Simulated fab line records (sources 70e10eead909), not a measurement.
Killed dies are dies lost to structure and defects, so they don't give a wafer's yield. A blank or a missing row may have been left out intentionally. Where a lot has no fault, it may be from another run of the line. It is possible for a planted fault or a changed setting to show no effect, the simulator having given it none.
A lot that was struck, set against a sound lot / flow nand harc / 15 out of 1302 route steps
Sound: these wafers, L489.1, L489.4, L489.5. Wafers L498.2, L498.4, L498.6 were the ones struck. Last of all comes the cause.
For every step that has rows: the tool of each side, followed by ch and its chambers, followed by its first start. Under that, the readings that differ: sound wafers / struck wafers / difference of the means / sigmas: that difference in standard deviations of wafers without a fault.
alike: same words and numbers on both sides, and readings whose means sit less than 2 such deviations apart. not compared: any withheld reading, any reading some wafer has no value for, any bound like >300 that may hide the same value, and any number with overlapping values for which the record gives no deviation.
A row with sigmas, a row that says differs or no value, or rows on one side alone: a step with any of these is where the two part. Numbers that have no deviation but don't overlap get no sigmas and don't part them. A reading missing from all wafers of one side parts the sides only when that side holds two or more wafers.

first, 3 steps without rows for these wafers: NHARC_A_CHANNEL_HOLE_D1_STRIP_41 (strips in N2/H2); NHARC_A_CHANNEL_HOLE_D1_STRIP_42 (strips in CF4/CHF3); NHARC_A_CHANNEL_HOLE_D1_STRIP_43 (strips in O2/COS).
NHARC_A_CHANNEL_HOLE_D1_ETCH_44: etches the open film in CF4/O2, target depth 140 nm, overetch 14 nm, time 77 s.
  sound on rie diel-12 ch 1,2, day 13 02:54; struck on rie diel-03 ch 0,1,2, day 16 13:44
  alike: drypump motor current A, oes_o_777_au, oes product au, rf vpp V, showerhead plenum p Torr, throttle valve pct
  not compared: rf hours counter h
NHARC_A_CHANNEL_HOLE_D1_STRIP_27: strips in O2.
  sound on rie diel-12 ch 1,2; struck on rie diel-03 ch 0,1,2
  alike: drypump motor current A, oes product au, rf vpp V, showerhead plenum p Torr, throttle valve pct
  not compared: rf hours counter h
then, 2 steps without rows for these wafers: NHARC_A_CHANNEL_HOLE_D1_PRECLEAN_28 (cleans in SC1); NHARC_A_CHANNEL_HOLE_D1_SRD_29.
NHARC_A_CHANNEL_HOLE_D1_CD_MEAS_30:
  sound on cd sem-02 at day 13 03:42; struck on cd sem-01 at day 16 14:31
  alike: cd nm
NHARC_A_CHANNEL_HOLE_D1_XSEM_31:
  sound on xsem-02 ch 0, day 13 03:47; struck on xsem-02 ch 0, day 16 14:37
reading=tilt deg (degrees); sound=0.14 0.14 0.14; struck=0.05 0.05 0.05; difference=-0.09; sigmas=-2
  alike: bot cd nm, bow nm
NHARC_A_CHANNEL_HOLE_D1_INSPECT_40:
  sound on defect inspect-02 at day 13 03:53; struck on defect inspect-02 at day 16 14:42
  alike: raw defect count
then, 2 steps without rows for these wafers: NHARC_A_CHANNEL_FILL_D1_PRECLEAN_00 (cleans in SC1); NHARC_A_CHANNEL_FILL_D1_SRD_01.
NHARC_A_CHANNEL_FILL_D1_ALD_02: deposits SiO2, target thk 6 nm, pulse time 10 s, ald cycles 60.
  sound on ald hk-01 ch 1,2,3, day 13 04:10; struck on ald hk-01 ch 0,2,3, day 16 15:03
  no value came back on the struck wafers for ald cycles, heater power outer w (W), heater power w (W), precursor pulse height rel; on the sound wafers ald cycles reads 60 60 60
NHARC_A_CHANNEL_FILL_D1_ALD_03: deposits SiNx, target thk 6 nm, pulse time 60 s, ald cycles 58.
  sound on ald sin batch-02 ch 0; struck on ald sin batch-03 ch 0
  alike: chamber pressure Torr, precursor pulse height rel
-- the record jumps here: 16 days lie between the struck wafers' starts before and after (it left off in module A_CHANNEL_FILL_D1 and takes up again in module END, whose first step shown is number 1302 of the route) --
NHARC_END_SORT_01:
  sound on prober-02 ch 0, day 28 14:04; struck on prober-01 ch 0, day 32 06:06
reading=killed at array; sound=68 54 27; struck=675 673 677; difference=+625; sigmas=+33
reading=killed dies; sound=73 60 31; struck=677 677 677; difference=+622; sigmas=+33
  alike: killed at other, killed at periphery, killed open, killed short

## WHERE THEY PART
Last at NHARC_END_SORT_01 as far as this record goes, first at NHARC_A_CHANNEL_HOLE_D1_XSEM_31.

WHY: what had been put in by the simulator
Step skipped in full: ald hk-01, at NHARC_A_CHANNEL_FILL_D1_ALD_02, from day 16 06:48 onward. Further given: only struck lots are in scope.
